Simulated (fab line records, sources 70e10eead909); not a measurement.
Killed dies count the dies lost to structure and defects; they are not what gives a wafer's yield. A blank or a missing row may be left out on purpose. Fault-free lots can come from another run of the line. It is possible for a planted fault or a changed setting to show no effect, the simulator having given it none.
Chamber matching | flow nand_harc | NHARC_A_STAIRCASE_ETCH_444 on rie_diel-11 has 4 sister chambers
The step etches the open film in C4F8/O2, target depth 10200 nm, time 3400 s. 4 wafers are shown with their chamber, then 9 later ones without.

## WAFERS, EACH WITH ITS CHAMBER
wafer  | chamber | rf_vpp_V (V)
L084.6 | 0       | 812
L086.5 | 1       | 808
L088.5 | 2       | 816
L088.6 | 3       | 801

## WAFERS WITH NO CHAMBER GIVEN
wafer  | rf_vpp_V (V)
L090.1 | 809
L090.2 | 816
L090.4 | 812
L093.1 | 815
L093.2 | 811
L093.3 | 800
L095.2 | 807
L095.4 | 800
L095.5 | 814

## WHICH CHAMBER EACH WENT THROUGH
wafer  | from the rows above     | in truth
L090.1 | can't be placed: 1 or 0 | 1
L090.2 | 2                       | 2
L090.4 | 0                       | 0
L093.1 | can't be placed: 2 or 0 | 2
L093.2 | can't be placed: 0 or 1 | 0
L093.3 | 3                       | 3
L095.2 | 1                       | 1
L095.4 | 3                       | 3
L095.5 | can't be placed: 0 or 2 | 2
5 of 9 placed correctly. From these rows, 4 cannot be placed; in 4 the true chamber is one of the candidates. Placed wrongly: 0.
How it was worked out, from the rows above alone: a wafer's distance from a chamber is the root of the sum, over the readings, of the square of ((its reading less the chamber's mean) divided by the reading's scatter). The wafer belongs to the nearest chamber; if the next one is less than 2 further off, it can't be placed. The mean given for a chamber averages the wafers shown for that chamber. The scatter: root of mean squared gap, hidden wafer to nearest shown wafer, with one shown wafer a chamber.
